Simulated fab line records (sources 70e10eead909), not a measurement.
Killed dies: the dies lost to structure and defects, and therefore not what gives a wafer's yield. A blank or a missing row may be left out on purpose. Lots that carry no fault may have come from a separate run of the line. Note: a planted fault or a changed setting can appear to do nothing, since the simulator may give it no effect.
Struck lot and sound lot, side by side    flow nandHarc    14 steps out of a route of 1302
Sound: wafers L442.3, L442.5, L442.6. Struck: wafer L454.2 (L454.3, L454.5, from the same lot, were not struck and are left out); the cause is given at the end.
Order at every step that has rows: each side's tool, ch and its chambers, its first start. Under that, the readings that differ: sound wafers    struck wafers    difference of the means    sigmas: that difference in standard deviations of wafers without a fault.
alike: a reading whose means differ by less than 2 such deviations, as well as words and numbers matching on both sides. not compared: withheld readings; readings where some wafer has no value; bounds like >300 that might hide an equal value; numbers whose values overlap and for which the record gives no deviation.
Wherever a step has rows on one side only, a row that says differs or no value, or a row with sigmas, the two part there. Non-overlapping numbers with no deviation appear without sigmas and do not part them. A reading that every wafer of one side lacks parts them only if that side has two wafers or more.

first, 8 steps without rows for these wafers: NHARC_A_STAIRCASE_HMDS_210 (time 30 s); NHARC_A_STAIRCASE_COAT_211; NHARC_A_STAIRCASE_SOFTBAKE_212 (time 170 s); NHARC_A_STAIRCASE_EBR_213; NHARC_A_STAIRCASE_EXPOSE_214 (exposes mask STAIR 3); NHARC_A_STAIRCASE_PEB_215 (peb time 130 s); NHARC_A_STAIRCASE_DEVELOP_216 (time 140 s); NHARC_A_STAIRCASE_HARDBAKE_218 (time 140 s).
NHARC_A_STAIRCASE_DESCUM_219: chemistry O2, time 3 s.
  sound on rieDiel-05 ch 0,3, day 19 15:23; struck on rieDiel-05 ch 3, day 24 15:14
reading     sound           struck  difference  sigmas
rfVppV (V)  56.7 55.5 57.3  58.8    +2.3        +2
  alike: chamberPressureMTorr, drypumpMotorCurrentA, oesProductAu, showerheadPlenumPTorr, throttleValvePct
  not compared: rfHoursCounterH
NHARC_A_STAIRCASE_TRIM_220: chemistry O2, time 211.2 s.
  sound on rieDiel-05 ch 0,1,3, day 19 15:33; struck on rieDiel-05 ch 0, day 24 15:20
reading                       sound                 struck  difference  sigmas
chamberPressureMTorr (mTorr)  59.95 59.93 60.03     60.11   +0.14       +3
throttleValvePct (%)          17.029 17.021 17.022  17.052  +0.028      +3
  alike: drypumpMotorCurrentA, oesProductAu, rfVppV, runLengthS, showerheadPlenumPTorr
  not compared: rfHoursCounterH
NHARC_A_STAIRCASE_ETCH_221: etches the open film in C4F8/O2, target depth 100 nm, time 40.5 s.
  sound: rieDiel-05 ch 1,2,3; struck: rieDiel-05 ch 1
reading              sound              struck  difference  sigmas
oesProductAu (a.u.)  0.924 0.926 0.932  0.954   +0.027      +2
  alike: chamberPressureMTorr, rfVppV
  not compared: rfHoursCounterH
NHARC_A_STAIRCASE_TRIM_222: chemistry O2, time 211.2 s.
  sound on rieDiel-05 ch 1,2, day 19 15:47; struck on rieDiel-05 ch 0, day 24 15:32
reading         sound              struck  difference  sigmas
runLengthS (s)  232.0 232.8 232.1  137.2   -95.1       -99 or more
  alike: chamberPressureMTorr, drypumpMotorCurrentA, oesProductAu, rfVppV, showerheadPlenumPTorr, throttleValvePct
  not compared: rfHoursCounterH
NHARC_A_STAIRCASE_ETCH_223: etches the open film in C4F8/O2, target depth 100 nm, time 40.5 s.
  sound: rieDiel-05 ch 0,1,2; struck: rieDiel-05 ch 2
  alike: chamberPressureMTorr, oesProductAu, rfVppV
  not compared: rfHoursCounterH
-- record jumps: 8 days between struck wafers' starts before vs after; left off in module A_STAIRCASE, resumes in module END, first step shown is number 1302 of the route --
NHARC_END_SORT_01:
  sound on prober-01 ch 0, day 27 20:16; struck on prober-02 ch 0, day 33 01:46
reading            sound     struck                   difference                    sigmas
hold               - - -     awaitDispo/2.1h/release  no value on the sound wafers  
killedAtArray      37 34 33  667                      +632                          +32
killedAtPeriphery  2 1 3     8                        +6                            +3
killedDies         40 36 37  677                      +639                          +32
  alike: killedAtOther, killedOpen, killedShort

== WHERE THEY PART ==
Last at NHARC_END_SORT_01 as far as this record goes, first at NHARC_A_STAIRCASE_DESCUM_219.

WHY: the cause the simulator had injected
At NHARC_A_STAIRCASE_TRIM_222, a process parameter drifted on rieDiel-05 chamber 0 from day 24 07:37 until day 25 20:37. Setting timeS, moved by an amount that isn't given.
